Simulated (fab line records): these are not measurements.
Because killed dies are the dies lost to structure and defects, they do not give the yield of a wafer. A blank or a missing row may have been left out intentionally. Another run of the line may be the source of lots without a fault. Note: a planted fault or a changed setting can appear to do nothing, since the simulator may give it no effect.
Split-lot study || flow n5 finfet || 21 wafers read across 7 lots, on a route 1938 steps long

## THE SPLIT
At N5_DUMMY_GATE_COAT_28 (time 60 s, resist thk 10 nm), the setting spin rpm was moved away from the recipe's 1500 rpm on 6 of the 21 wafers read, by -6.7% to +7.9%. This setting was run at the recipe's value on the other wafers.

Reading taken at the split's own step.

## THE READING
underlayer_of_DUMMY_GATE_COAT_28.thk nm (the simulator's own value, which no gauge read), in nm, at N5_DUMMY_GATE_COAT_28 (time 60 s, resist thk 10 nm). There is no usual value for it anywhere in the file.

{"wafer": "L077.3", "tool, chamber at the split": "litho track-04, 0", "spin rpm as run, rpm": 1500, "against the recipe": "recipe", "underlayer_of_DUMMY_GATE_COAT_28.thk nm, nm": 10, "against lot-mates on the recipe": "-"}
{"wafer": "L077.4", "tool, chamber at the split": "litho track-04, 0", "spin rpm as run, rpm": 1500, "against the recipe": "recipe", "underlayer_of_DUMMY_GATE_COAT_28.thk nm, nm": 10, "against lot-mates on the recipe": "-"}
{"wafer": "L077.5", "tool, chamber at the split": "litho track-04, 0", "spin rpm as run, rpm": 1500, "against the recipe": "recipe", "underlayer_of_DUMMY_GATE_COAT_28.thk nm, nm": 10, "against lot-mates on the recipe": "-"}
{"wafer": "L079.3", "tool, chamber at the split": "litho track-04, 0", "spin rpm as run, rpm": 1500, "against the recipe": "recipe", "underlayer_of_DUMMY_GATE_COAT_28.thk nm, nm": 10, "against lot-mates on the recipe": "-"}
{"wafer": "L079.4", "tool, chamber at the split": "litho track-04, 0", "spin rpm as run, rpm": 1500, "against the recipe": "recipe", "underlayer_of_DUMMY_GATE_COAT_28.thk nm, nm": 10, "against lot-mates on the recipe": "-"}
{"wafer": "L079.6", "tool, chamber at the split": "litho track-04, 0", "spin rpm as run, rpm": 1500, "against the recipe": "recipe", "underlayer_of_DUMMY_GATE_COAT_28.thk nm, nm": 10, "against lot-mates on the recipe": "-"}
{"wafer": "L080.2", "tool, chamber at the split": "litho track-04, 0", "spin rpm as run, rpm": 1500, "against the recipe": "recipe", "underlayer_of_DUMMY_GATE_COAT_28.thk nm, nm": 10, "against lot-mates on the recipe": "-"}
{"wafer": "L080.6", "tool, chamber at the split": "litho track-04, 0", "spin rpm as run, rpm": 1500, "against the recipe": "recipe", "underlayer_of_DUMMY_GATE_COAT_28.thk nm, nm": 10, "against lot-mates on the recipe": "-"}
{"wafer": "L080.3", "tool, chamber at the split": "litho track-04, 0", "spin rpm as run, rpm": 1550, "against the recipe": "+3.3%", "underlayer_of_DUMMY_GATE_COAT_28.thk nm, nm": 9.8, "against lot-mates on the recipe": -0.2}
{"wafer": "L083.2", "tool, chamber at the split": "litho track-02, 0", "spin rpm as run, rpm": 1500, "against the recipe": "recipe", "underlayer_of_DUMMY_GATE_COAT_28.thk nm, nm": 10, "against lot-mates on the recipe": "-"}
{"wafer": "L083.3", "tool, chamber at the split": "litho track-02, 0", "spin rpm as run, rpm": 1500, "against the recipe": "recipe", "underlayer_of_DUMMY_GATE_COAT_28.thk nm, nm": 10, "against lot-mates on the recipe": "-"}
{"wafer": "L083.6", "tool, chamber at the split": "litho track-02, 0", "spin rpm as run, rpm": 1500, "against the recipe": "recipe", "underlayer_of_DUMMY_GATE_COAT_28.thk nm, nm": 10, "against lot-mates on the recipe": "-"}
{"wafer": "L087.3", "tool, chamber at the split": "litho track-02, 0", "spin rpm as run, rpm": 1619, "against the recipe": "+7.9%", "underlayer_of_DUMMY_GATE_COAT_28.thk nm, nm": 9.6, "against lot-mates on the recipe": -0.4}
{"wafer": "L087.5", "tool, chamber at the split": "litho track-02, 0", "spin rpm as run, rpm": 1619, "against the recipe": "+7.9%", "underlayer_of_DUMMY_GATE_COAT_28.thk nm, nm": 9.6, "against lot-mates on the recipe": -0.4}
{"wafer": "L087.4", "tool, chamber at the split": "litho track-02, 0", "spin rpm as run, rpm": 1500, "against the recipe": "recipe", "underlayer_of_DUMMY_GATE_COAT_28.thk nm, nm": 10, "against lot-mates on the recipe": "-"}
{"wafer": "L090.2", "tool, chamber at the split": "litho track-04, 0", "spin rpm as run, rpm": 1500, "against the recipe": "recipe", "underlayer_of_DUMMY_GATE_COAT_28.thk nm, nm": 10, "against lot-mates on the recipe": "-"}
{"wafer": "L090.6", "tool, chamber at the split": "litho track-04, 0", "spin rpm as run, rpm": 1500, "against the recipe": "recipe", "underlayer_of_DUMMY_GATE_COAT_28.thk nm, nm": 10, "against lot-mates on the recipe": "-"}
{"wafer": "L090.4", "tool, chamber at the split": "litho track-04, 0", "spin rpm as run, rpm": 1400, "against the recipe": "-6.7%", "underlayer_of_DUMMY_GATE_COAT_28.thk nm, nm": 10.2, "against lot-mates on the recipe": "+0.2"}
{"wafer": "L094.2", "tool, chamber at the split": "litho track-01, 0", "spin rpm as run, rpm": 1598, "against the recipe": "+6.5%", "underlayer_of_DUMMY_GATE_COAT_28.thk nm, nm": 9.8, "against lot-mates on the recipe": -0.2}
{"wafer": "L094.4", "tool, chamber at the split": "litho track-01, 0", "spin rpm as run, rpm": 1598, "against the recipe": "+6.5%", "underlayer_of_DUMMY_GATE_COAT_28.thk nm, nm": 9.8, "against lot-mates on the recipe": -0.2}
{"wafer": "L094.6", "tool, chamber at the split": "litho track-01, 0", "spin rpm as run, rpm": 1500, "against the recipe": "recipe", "underlayer_of_DUMMY_GATE_COAT_28.thk nm, nm": 10, "against lot-mates on the recipe": "-"}

FIT RESULTS
A straight line over all 21 wafers: underlayer_of_DUMMY_GATE_COAT_28.thk nm changes by -0.0403 nm for each +1% of spin rpm; r = -0.96; the points scatter about the line by 0.039 nm.
The same after taking each lot's own level away (the mean of its wafers on the recipe; 21 wafers): -0.0403 nm for each +1%; r = -0.96; scatter 0.039 nm.
According to that fit, moving spin rpm by its largest amount changes the reading by 0.32 nm.
The lots' own levels span 10.00 to 10.00 nm.
The two slopes are in agreement: the lot-to-lot level therefore moves the slope only a little.
Check: for one of the wafers moved furthest among these (+7.9%), held out of the fit, the line's prediction against its lot-mates is -0.305 nm. Against them it came out at -0.4 nm.

## OTHER SPLITS APPLIED TO THESE WAFERS
Before the reading, these wafers also passed through other splits. Each is held against what the fit with the lots' levels taken away leaves over:
{"other split on the same wafers": "N5_FIN_CUT_ETCH_21 bias w", "wafers away from the commonest value": 7, "r with underlayer_of_DUMMY_GATE_COAT_28.thk nm (lot level and that fit taken away)": "+0.17"}

## THE FILE'S OWN FIT
underlayer_of_DUMMY_GATE_COAT_28.thk nm changes by -0.0402 nm for each +1% of spin rpm, r = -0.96.
